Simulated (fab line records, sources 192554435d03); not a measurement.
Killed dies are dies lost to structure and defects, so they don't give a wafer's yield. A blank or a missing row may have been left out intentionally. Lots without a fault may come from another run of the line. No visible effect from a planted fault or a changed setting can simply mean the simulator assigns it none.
A lot that was struck, set against a sound lot    flow n5Finfet    41 steps out of a route of 1938
Sound: wafers L848.2, L848.4, L848.5. Struck: wafer L862.3 (L862.2, L862.6, from the same lot, were not struck and are left out); the cause is given at the end.
For every step that has rows: the tool of each side, followed by ch and its chambers, followed by its first start. Under that, the readings that differ: sound wafers    struck wafers    difference of the means    sigmas: that difference in standard deviations of wafers without a fault.
alike: a reading whose means differ by less than 2 such deviations, as well as words and numbers matching on both sides. not compared: withheld readings; readings where some wafer has no value; bounds like >300 that might hide an equal value; numbers whose values overlap and for which the record gives no deviation.
The two part at a step that has a row with sigmas, a row that says differs or no value, or rows on one side only. When numbers do not overlap yet have no deviation, they are printed without sigmas and do not part them. A reading that every wafer of one side lacks parts them only if that side has two wafers or more.

first, 12 steps without rows for these wafers: N5_HKMG_FIN_STRIP_33 (strips in N2/H2); N5_HKMG_FIN_STRIP_34 (strips in CF4); N5_HKMG_FIN_ETCH_35 (etches SOC in N2/H2, target depth 215.8 nm, time 243.4 s); N5_HKMG_FIN_STRIP_92 (strips SOC in N2/H2, time 20 s); N5_HKMG_FIN_WET_ETCH_18 (etches TiN in SC1, time 55 s, target depth 5.2 nm, rinse time 30 s); N5_HKMG_FIN_STRIP_19 (strips in N2/H2, time 360 s); N5_HKMG_FIN_ALD_91 (deposits TiN, target thk 1 nm, pulse time 1 s, purge time 3 s); N5_HKMG_FIN_COAT_85 (time 60 s, resist thk 300 nm); N5_HKMG_FIN_ETCH_86 (etches SOC in N2/H2, stops on TiN, target depth 393.2 nm); N5_HKMG_FIN_STRIP_89 (strips SOC in N2/H2, time 20 s); N5_HKMG_FIN_WET_ETCH_87 (etches TiN in SC1, time 154.2 s, target depth 4.7 nm, rinse time 30 s); N5_HKMG_FIN_STRIP_88 (strips in N2/H2, time 360 s).
N5_HKMG_FIN_NWFM_ALD_20: deposits TiAlC, target thk 2 nm, pulse time 3 s, purge time 2 s.
  sound on aldMetal-01 ch 1,2,3, day 4 21:05; struck on aldMetal-01 ch 2, day 8 02:32
reading                                         sound  struck  difference  sigmas
aldCycles                                       7 7 7  5       -2          
model.TiAlC_of_HKMG_FIN_NWFM_ALD_20.thkNm (nm)  2 2 2  1.4     -0.6        
  alike: heaterPowerOuterW, heaterPowerW, precursorPulseHeightRel
  not compared: sinceWetCleanH
then, 26 steps without rows for these wafers: N5_HKMG_FIN_ALD_71 (deposits TiN, target thk 1 nm, pulse time 1 s, purge time 3 s); N5_HKMG_FIN_COAT_66 (time 60 s, resist thk 300 nm); N5_HKMG_FIN_ETCH_67 (etches SOC in N2/H2, stops on TiN, target depth 388.9 nm); N5_HKMG_FIN_STRIP_90 (strips SOC in N2/H2, time 20 s); N5_HKMG_FIN_WET_ETCH_73 (etches the open film in SC1, time 42.3 s, target depth 1.3 nm, rinse time 30 s); N5_HKMG_FIN_ETCHBACK_68 (etches the open film in Cl2/Ar, stops on HfO2, target depth 0.5 nm); N5_HKMG_FIN_STRIP_69 (strips in N2/H2, time 360 s); N5_HKMG_FIN_ALD_21 (deposits TiN, target thk 1.5 nm, pulse time 1 s, purge time 3 s); N5_HKMG_FIN_ALD_72 (deposits W, target thk 2 nm, pulse time 1 s, purge time 2 s); N5_HKMG_FIN_W_FILL_22 (material W, target thk 60 nm, time 18.2 s); N5_HKMG_FIN_PRECLEAN_83 (cleans in DIW, time 57.5 s); N5_HKMG_FIN_SRD_84 (dry time 32 s); N5_HKMG_FIN_CMP_23 (polishes, stops on SiNx, t overpolish 10 s, target thk 46.326 nm); N5_HKMG_FIN_CMP_94 (polishes, stops on SiNx, t overpolish 4.7 s, target thk 43.299 nm); N5_GATE_CUT_ETCHBACK_00 (etches W in SF6/Cl2); N5_GATE_CUT_ETCH_56 (etches TiN in Cl2/Ar, target depth 21.6 nm); N5_GATE_CUT_ETCHBACK_30 (etches TiN in Cl2/Ar, target depth 3 nm); N5_GATE_CUT_VAPOR_ETCH_60 (etches HfO2 in BCl3/Cl2); N5_GATE_CUT_ETCH_58 (etches SiNx in CH3F/O2, target depth 17 nm, time 128.6 s); N5_GATE_CUT_STRIP_59 (strips in N2/H2, time 20 s); N5_GATE_CUT_PRECLEAN_31 (cleans in DIW, time 300 s); N5_GATE_CUT_SRD_32 (time 30 s); N5_GATE_CUT_SAC_CAP_01 (material SiNx, target thk 24 nm, pulse time 1 s, ald cycles 480); N5_GATE_CUT_PECVD_57 (deposits SiNx from SiH4/NH3/N2, target thk 21 nm); N5_GATE_CUT_CMP_02 (polishes, stops on SiO2, t overpolish 12.7 s, target thk 0 nm); N5_GATE_CUT_HM_DEP_46 (deposits SiO2 from TEOS/O2, target thk 130 nm, time 26.6 s).
-- here the record skips 5 days between the struck wafers' starts before and after, leaving off in module GATE_CUT and picking up in module BEOL_M4 (first step shown: number 1111 of the route) --
N5_BEOL_M4_RC_MEAS_101:
  sound on prober-01 ch 0, day 8 19:48; struck on prober-01 ch 0, day 12 17:35
reading              sound                      struck    difference  sigmas
IOFF_N (nA/um)       0.12 0.15 0.24             0.03      -0.14       -4
IOFF_N_85C (nA/um)   2.5 2.9 4.5                0.8       -2.5        -5
IOFF_N_LIN (nA/um)   0.057 0.068 0.104          0.014     -0.062      -5
IOFF_N_LONG (nA/um)  5.8e-05 5.68e-05 5.83e-05  2.59e-05  -3.18e-05   -12
IOFF_P (nA/um)       0.16 0.20 0.28             0.30      +0.09       +2
IOFF_P_85C (nA/um)   2.9 3.6 4.6                4.9       +1.2        +2
IOFF_P_LIN (nA/um)   0.082 0.099 0.123          0.142     +0.041      +3
IOFF_P_LONG (nA/um)  0.000103 0.00011 0.000107  0.000129  +0.000022   +2
ION_N (uA/um)        656 670 696                577       -97         -9
VT_N (mV)            253.8 251.5 244.6          296.4     +46.4       +16
VT_N_LONG (mV)       274.4 274.0 275.8          326.5     +51.8       +29
VT_N_LVT (mV)        102 99 91                  144       +47         +16
VT_P (mV)            -255 -251 -247             -241      +10         +3
VT_P_LONG (mV)       -274 -276 -275             -265      +10         +3
VT_P_LVT (mV)        -100 -98 -92               -88       +9          +3
  alike: DIBL_N, DIBL_P, ION_P, SS_N, SS_P
-- record jumps: 5 days separate the struck wafers' starts on either side; left off in module BEOL_M4, taken up again in module PASSIVATION, whose first shown step is the route's number 1936 --
N5_PASSIVATION_PROBE_49:
  sound on prober-02 at day 13 01:10; struck on prober-01 at day 17 13:36
reading                  sound           struck  difference  sigmas
defectLimitedYield (%)   90.2 87.6 89.3  93.4    +4.4        +3
killedAtFrontEnd         39 60 43        20      -27         -3
killedDies               116 146 126     78      -51         -3
killedOpen               79 97 76        49      -35         -3
killedShort              37 45 49        28      -16         -2
sort_bin_5_function (%)  5.8 6.5 6.7     4.2     -2.1        -2
sort_bin_6_memory (%)    3.7 5.1 3.5     2.1     -2.0        -3
sort_bin_8_speed (%)     0 0 0           93.39   +93.39      +99 or more
sortNPass                1064 1034 1054  0       -1051       -58
sortYieldPct (%)         90.2 87.6 89.3  0       -89         -59
  alike: killed_at_M0_to_M3, killed_at_M4_up, killedAtContacts, killedAtOther

WHERE THEY PART
Last at N5_PASSIVATION_PROBE_49 as far as this record goes, first at N5_BEOL_M4_RC_MEAS_101.

WHY: what had been put in by the simulator
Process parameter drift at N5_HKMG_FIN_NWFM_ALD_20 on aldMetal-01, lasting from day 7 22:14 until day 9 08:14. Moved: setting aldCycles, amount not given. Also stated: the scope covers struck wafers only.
